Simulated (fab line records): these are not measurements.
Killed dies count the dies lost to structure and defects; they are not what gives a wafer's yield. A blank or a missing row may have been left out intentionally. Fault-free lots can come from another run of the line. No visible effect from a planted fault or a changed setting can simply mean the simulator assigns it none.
Which of the tools did it? :: flow n5_finfet :: 9 lots, 27 wafers sampled, at 7 steps of a route of 1938

== WHAT THE GAUGES READ, wafer by wafer ==
N5_BEOL_M2_INSPECT_59: inspects for defects (darkfield).
lot: L957
measured: day 8 04:11
on: defect_inspect-01
raw_defect_count: 111 106 131

lot: L962
measured: day 9 02:25
on: defect_inspect-01
raw_defect_count: 77 67 75

lot: L964
measured: day 9 11:14
on: defect_inspect-01
raw_defect_count: 102 69 44

lot: L965
measured: day 9 13:49
on: defect_inspect-01
raw_defect_count: 143 159 101

lot: L968
measured: day 10 08:56
on: defect_inspect-01
raw_defect_count: 70 73 83

lot: L969
measured: day 10 15:59
on: defect_inspect-02
raw_defect_count: 74 72 86

lot: L970
measured: day 11 04:37
on: defect_inspect-02
raw_defect_count: 83 131 114

lot: L972
measured: day 11 12:27
on: defect_inspect-02
raw_defect_count: 48 79 67

lot: L977
measured: day 13 00:28
on: defect_inspect-02
raw_defect_count: 142 46 135

N5_BEOL_M3_CD_MEAS_11: the cd target is 17.05 nm.
lot: L957
measured: day 8 04:49
on: cd_sem-01
cd_nm (nm): 16.88 17.30 17.19

lot: L962
measured: day 9 03:52
on: cd_sem-01
cd_nm (nm): 17.24 17.01 17.13

lot: L964
measured: day 9 13:20
on: cd_sem-03
cd_nm (nm): 16.88 16.70 17.30

lot: L965
measured: day 9 14:49
on: cd_sem-01
cd_nm (nm): 17.25 16.91 17.18

lot: L968
measured: day 10 11:01
on: cd_sem-03
cd_nm (nm): 17.01 17.32 17.50

lot: L969
measured: day 10 17:04
on: cd_sem-02
cd_nm (nm): 17.13 17.35 16.62

lot: L970
measured: day 11 07:21
on: cd_sem-02
cd_nm (nm): 17.32 17.32 17.32

lot: L972
measured: day 11 14:02
on: cd_sem-01
cd_nm (nm): 16.82 17.01 17.29

lot: L977
measured: day 13 04:44
on: cd_sem-03
cd_nm (nm): 17.18 17.15 17.39

N5_BEOL_M3_INSPECT_13: inspects for defects (brightfield).
lot: L957
measured: day 8 04:55
on: defect_inspect-01
raw_defect_count: 572 612 457

lot: L962
measured: day 9 03:57
on: defect_inspect-01
raw_defect_count: 408 503 412

lot: L964
measured: day 9 13:26
on: defect_inspect-02
raw_defect_count: 729 367 417

lot: L965
measured: day 9 14:55
on: defect_inspect-01
raw_defect_count: 619 491 330

lot: L968
measured: day 10 11:06
on: defect_inspect-01
raw_defect_count: 561 585 411

lot: L969
measured: day 10 17:09
on: defect_inspect-01
raw_defect_count: 368 275 408

lot: L970
measured: day 11 07:26
on: defect_inspect-02
raw_defect_count: 929 1190 839

lot: L972
measured: day 11 14:08
on: defect_inspect-02
raw_defect_count: 400 605 478

lot: L977
measured: day 13 04:50
on: defect_inspect-02
raw_defect_count: 463 328 490

N5_BEOL_M3_INSPECT_30: inspects for defects (brightfield).
lot: L957
measured: day 8 05:55
on: defect_inspect-02
raw_defect_count: 508 579 437

lot: L962
measured: day 9 08:44
on: defect_inspect-01
raw_defect_count: 423 506 435

lot: L964
measured: day 9 14:19
on: defect_inspect-01
raw_defect_count: 735 395 428

lot: L965
measured: day 9 15:47
on: defect_inspect-01
raw_defect_count: 594 484 333

lot: L968
measured: day 10 12:05
on: defect_inspect-02
raw_defect_count: 530 551 428

lot: L969
measured: day 10 18:07
on: defect_inspect-01
raw_defect_count: 369 286 393

lot: L970
measured: day 11 08:56
on: defect_inspect-02
raw_defect_count: 900 1182 865

lot: L972
measured: day 11 15:14
on: defect_inspect-01
raw_defect_count: 422 661 471

lot: L977
measured: day 13 05:56
on: defect_inspect-01
raw_defect_count: 501 330 536

N5_BEOL_M4_RC_MEAS_101.
lot: L957
measured: day 9 10:38
on: prober-02
DIBL_N (mV/V): 37.8 42.0 34.8
DIBL_P (mV/V): 36.2 40.1 33.9
IOFF_N (nA/um): 0.15 0.27 0.13
IOFF_P (nA/um): 0.21 0.27 0.18
ION_N (uA/um): 666 682 680
ION_P (uA/um): 459 458 468
SS_N (mV/dec): 71.6 73.9 71.1
SS_P (mV/dec): 72.7 74.7 72.6
VT_N (mV): 250 245 252
VT_P (mV): -249 -249 -251

lot: L962
measured: day 10 10:27
on: prober-02
DIBL_N (mV/V): 35.9 37.2 36.9
DIBL_P (mV/V): 36.8 37.1 37.2
IOFF_N (nA/um): 0.17 0.17 0.16
IOFF_P (nA/um): 0.24 0.22 0.23
ION_N (uA/um): 691 664 670
ION_P (uA/um): 476 455 462
SS_N (mV/dec): 71.0 72.0 72.5
SS_P (mV/dec): 73.7 74.0 74.4
VT_N (mV): 249 251 252
VT_P (mV): -249 -249 -249

lot: L964
measured: day 10 22:46
on: prober-01
DIBL_N (mV/V): 36.2 36.9 35.3
DIBL_P (mV/V): 36.5 37.1 35.5
IOFF_N (nA/um): 0.14 0.16 0.13
IOFF_P (nA/um): 0.21 0.23 0.20
ION_N (uA/um): 674 673 674
ION_P (uA/um): 459 467 465
SS_N (mV/dec): 71.4 71.7 71.0
SS_P (mV/dec): 73.3 74.2 73.5
VT_N (mV): 256 251 251
VT_P (mV): -252 -245 -250

lot: L965
measured: day 11 09:17
on: prober-02
DIBL_N (mV/V): 36.3 37.3 36.5
DIBL_P (mV/V): 36.6 38.0 37.6
IOFF_N (nA/um): 0.15 0.16 0.16
IOFF_P (nA/um): 0.21 0.23 0.22
ION_N (uA/um): 678 659 681
ION_P (uA/um): 468 459 463
SS_N (mV/dec): 71.1 71.4 71.4
SS_P (mV/dec): 73.3 74.0 73.7
VT_N (mV): 252 250 247
VT_P (mV): -252 -248 -250

lot: L968
measured: day 11 17:41
on: prober-01
DIBL_N (mV/V): 39.4 37.4 37.5
DIBL_P (mV/V): 38.3 34.6 36.3
IOFF_N (nA/um): 0.19 0.15 0.16
IOFF_P (nA/um): 0.29 0.22 0.26
ION_N (uA/um): 660 660 674
ION_P (uA/um): 458 462 468
SS_N (mV/dec): 72.1 71.8 72.5
SS_P (mV/dec): 74.2 73.2 73.5
VT_N (mV): 249 252 251
VT_P (mV): -245 -248 -248

lot: L969
measured: day 12 08:23
on: prober-01
DIBL_N (mV/V): 35.5 33.3 35.3
DIBL_P (mV/V): 35.2 32.9 34.6
IOFF_N (nA/um): 0.13 0.11 0.14
IOFF_P (nA/um): 0.18 0.16 0.18
ION_N (uA/um): 650 656 665
ION_P (uA/um): 451 459 452
SS_N (mV/dec): 71.8 70.9 71.5
SS_P (mV/dec): 73.1 72.7 73.1
VT_N (mV): 252 254 253
VT_P (mV): -251 -254 -251

lot: L970
measured: day 12 15:44
on: prober-02
DIBL_N (mV/V): 34.9 36.9 36.8
DIBL_P (mV/V): 35.8 37.6 38.6
IOFF_N (nA/um): 0.13 0.18 0.17
IOFF_P (nA/um): 0.18 0.22 0.24
ION_N (uA/um): 671 673 672
ION_P (uA/um): 456 454 463
SS_N (mV/dec): 72.0 72.6 71.8
SS_P (mV/dec): 73.1 73.7 73.5
VT_N (mV): 253 250 249
VT_P (mV): -253 -250 -248

lot: L972
measured: day 13 03:19
on: prober-01
DIBL_N (mV/V): 38.8 35.6 38.5
DIBL_P (mV/V): 40.6 36.4 40.4
IOFF_N (nA/um): 0.21 0.15 0.21
IOFF_P (nA/um): 0.29 0.21 0.30
ION_N (uA/um): 670 656 670
ION_P (uA/um): 462 456 467
SS_N (mV/dec): 72.3 71.5 72.9
SS_P (mV/dec): 74.8 72.8 74.9
VT_N (mV): 247 253 245
VT_P (mV): -244 -249 -247

lot: L977
measured: day 14 14:19
on: prober-02
DIBL_N (mV/V): 38.1 35.2 35.7
DIBL_P (mV/V): 37.1 34.2 34.4
IOFF_N (nA/um): 0.19 0.14 0.14
IOFF_P (nA/um): 0.25 0.19 0.21
ION_N (uA/um): 669 680 678
ION_P (uA/um): 458 466 474
SS_N (mV/dec): 71.4 71.2 71.6
SS_P (mV/dec): 73.8 72.6 73.6
VT_N (mV): 249 251 249
VT_P (mV): -248 -250 -248

== WHAT TOOL EACH LOT RAN ON (gives the tool, then ch and the chambers of the sampled wafers, and finally the start) ==
lot: L957
N5_BEOL_M2_PRE_CLEAN_60: cvd_co-02 ch 0,1, day 8 03:56
N5_BEOL_M3_ILD_DEP_00: pecvd-02 ch 0,2, day 8 04:13

lot: L962
N5_BEOL_M2_PRE_CLEAN_60: cvd_co-02 ch 0,1,2, day 9 02:10
N5_BEOL_M3_ILD_DEP_00: pecvd-02 ch 0,2, day 9 02:28

lot: L964
N5_BEOL_M2_PRE_CLEAN_60: cvd_co-02 ch 0,2, day 9 10:59
N5_BEOL_M3_ILD_DEP_00: pecvd-02 ch 0,2, day 9 11:18

lot: L965
N5_BEOL_M2_PRE_CLEAN_60: cvd_co-01 ch 1,2, day 9 13:32
N5_BEOL_M3_ILD_DEP_00: pecvd-04 ch 0,1, day 9 13:51

lot: L968
N5_BEOL_M2_PRE_CLEAN_60: cvd_co-02 ch 0,1, day 10 08:41
N5_BEOL_M3_ILD_DEP_00: pecvd-02 ch 1,2, day 10 08:59

lot: L969
N5_BEOL_M2_PRE_CLEAN_60: cvd_co-02 ch 0,1,2, day 10 15:46
N5_BEOL_M3_ILD_DEP_00: pecvd-02 ch 0,1,2, day 10 16:02

lot: L970
N5_BEOL_M2_PRE_CLEAN_60: cvd_co-01 ch 0,1,2, day 11 04:22
N5_BEOL_M3_ILD_DEP_00: pecvd-02 ch 0,2, day 11 04:38

lot: L972
N5_BEOL_M2_PRE_CLEAN_60: cvd_co-01 ch 1,2, day 11 12:12
N5_BEOL_M3_ILD_DEP_00: pecvd-01 ch 0,1,2, day 11 12:29

lot: L977
N5_BEOL_M2_PRE_CLEAN_60: cvd_co-02 ch 0,1,2, day 13 00:13
N5_BEOL_M3_ILD_DEP_00: pecvd-04 ch 0,2, day 13 00:31
- N5_BEOL_M2_PRE_CLEAN_60: time 15 s.
- N5_BEOL_M3_ILD_DEP_00: deposits SiOC from DEMS/O2, target thk 79 nm, time 15.3 s.

== AS READ BY THE TOOLS THEMSELVES (means over the sampled wafers that have a number; for cases with no such wafer, the mark the record gives instead) ==
N5_BEOL_M2_PRE_CLEAN_60.
lot: L957
tool: cvd_co-02
heater_power_w (W): 77
rf_fwd_power_W (W): 297.0

lot: L962
tool: cvd_co-02
heater_power_w (W): 77
rf_fwd_power_W (W): 297.2

lot: L964
tool: cvd_co-02
heater_power_w (W): 80
rf_fwd_power_W (W): 296.9

lot: L965
tool: cvd_co-01
heater_power_w (W): 115
rf_fwd_power_W (W): 296.2

lot: L968
tool: cvd_co-02
heater_power_w (W): 79
rf_fwd_power_W (W): 296.8

lot: L969
tool: cvd_co-02
heater_power_w (W): 76
rf_fwd_power_W (W): 297.4

lot: L970
tool: cvd_co-01
heater_power_w (W): 105
rf_fwd_power_W (W): 297.2

lot: L972
tool: cvd_co-01
heater_power_w (W): 113
rf_fwd_power_W (W): 296.7

lot: L977
tool: cvd_co-02
heater_power_w (W): 77
rf_fwd_power_W (W): 297.6

N5_BEOL_M3_ILD_DEP_00.
lot: L957
tool: pecvd-02
heater_power_w (W): 444
rf_fwd_power_W (W): 494
showerhead_plenum_p_Torr (Torr): 5.679
throttle_valve_pct (%): 11.8

lot: L962
tool: pecvd-02
heater_power_w (W): 453
rf_fwd_power_W (W): 495
showerhead_plenum_p_Torr (Torr): 5.674
throttle_valve_pct (%): 11.9

lot: L964
tool: pecvd-02
heater_power_w (W): 489
rf_fwd_power_W (W): 495
showerhead_plenum_p_Torr (Torr): 5.685
throttle_valve_pct (%): 12.0

lot: L965
tool: pecvd-04
heater_power_w (W): 446
rf_fwd_power_W (W): 493
showerhead_plenum_p_Torr (Torr): 5.705
throttle_valve_pct (%): 12.0

lot: L968
tool: pecvd-02
heater_power_w (W): 447
rf_fwd_power_W (W): 491
showerhead_plenum_p_Torr (Torr): 5.687
throttle_valve_pct (%): 12.4

lot: L969
tool: pecvd-02
heater_power_w (W): 440
rf_fwd_power_W (W): 491
showerhead_plenum_p_Torr (Torr): 5.678
throttle_valve_pct (%): 12.5

lot: L970
tool: pecvd-02
heater_power_w (W): 464
rf_fwd_power_W (W): 494
showerhead_plenum_p_Torr (Torr): 5.673
throttle_valve_pct (%): 11.9

lot: L972
tool: pecvd-01
heater_power_w (W): 527
rf_fwd_power_W (W): 495
showerhead_plenum_p_Torr (Torr): 5.701
throttle_valve_pct (%): 11.9

lot: L977
tool: pecvd-04
heater_power_w (W): 403
rf_fwd_power_W (W): 493
showerhead_plenum_p_Torr (Torr): 5.685
throttle_valve_pct (%): 11.8

== THE ANSWER, worked out from the rows above alone ==
Rule: what is usual is taken from the lots themselves. Put in order of their means at a reading, lots are off if they are a third of the lots or fewer, leave a main group of 4 or more, and stand apart from it by a gap of 3 or more times the standard deviation of the main group's means; of several such gaps the widest counts. A main group whose means are all the same, to the digits that the tables above print for the reading, isn't used. A lot without any number at a reading at which 4 lots or more have one is off too. Where the step has rows for the other lots, those lots are counted as sound. Order of review: gauges by route order, followed by the tools' own readings, for which a lot's mean as printed above is used. At the first step where some lot is off, the reading lying furthest off is the one used; lots without a number count as furthest.
Off at N5_BEOL_M3_INSPECT_13 (raw_defect_count): L970. For the main group the mean is 470 and the standard deviation 58.
If a tool, at a process step before that reading, ran all the lots that are off and no sound lot after the first of them, it fits. The gauges at N5_BEOL_M3_INSPECT_13 aren't tried: what is off there is off at N5_BEOL_M2_PRE_CLEAN_60 too, on other tools, and a gauge's error can't cause that. One fits: N5_BEOL_M3_ILD_DEP_00 on pecvd-02. Its last sound lot is L969 (day 10 16:02), its first lot that is off L970 (day 11 04:38): a fault that began between those two fits.

== WHAT THE SIMULATOR PUT IN ==
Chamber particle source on pecvd-02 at N5_BEOL_M3_ILD_DEP_00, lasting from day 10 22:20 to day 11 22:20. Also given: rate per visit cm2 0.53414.
Shown lots that were struck: L970. The rule above reached the same finding.
